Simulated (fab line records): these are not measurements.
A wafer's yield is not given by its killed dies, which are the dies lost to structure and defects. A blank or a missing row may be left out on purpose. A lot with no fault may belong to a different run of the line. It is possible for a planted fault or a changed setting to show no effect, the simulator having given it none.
Matching of chambers ; flow n5_finfet ; pecvd-02 running N5_BEOL_M2_PECVD_72: 3 sister chambers
The step deposits SiO2 from TEOS/O2, target thk 16 nm, time 18 s. 6 wafers are shown with their chamber, then 8 later ones without.

WAFERS WITH THEIR CHAMBER
wafer;chamber;throttle_valve_pct (%);heater_power_w (W)
L091.1;2;22.8;675
L091.4;2;22.7;700
L092.1;0;21.8;777
L092.2;1;21.6;611
L092.3;1;21.9;604
L092.4;0;22.3;766

WAFERS WITHOUT THEIR CHAMBER
wafer;throttle_valve_pct (%);heater_power_w (W)
L092.5;21.9;780
L092.6;21.7;602
L093.3;21.8;590
L093.4;21.9;714
L093.6;22.1;712
L094.1;22.2;691
L094.5;22.1;683
L094.6;22.0;605

CHAMBER TAKEN BY EACH
wafer;from the rows above;in truth
L092.5;0;0
L092.6;1;1
L093.3;1;1
L093.4;can't be placed: 2 or 0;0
L093.6;can't be placed: 2 or 0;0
L094.1;2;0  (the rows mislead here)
L094.5;2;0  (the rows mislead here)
L094.6;1;1
Correct placement for 4 of the 8. Not placeable from these rows: 2 (in 2, the candidates include the true chamber). Placed wrongly: 2.
How it was worked out, from the rows above alone: a wafer's distance from a chamber is the root of the sum, over the readings, of the square of ((its reading less the chamber's mean) divided by the reading's scatter). The wafer belongs to the nearest chamber; if the next one is less than 2 further off, it can't be placed. The mean given for a chamber averages the wafers shown for that chamber. The scatter is the square root of a quotient: the sum, over the shown wafers, of each reading's squared deviation from its chamber's mean, divided by wafers minus chambers.
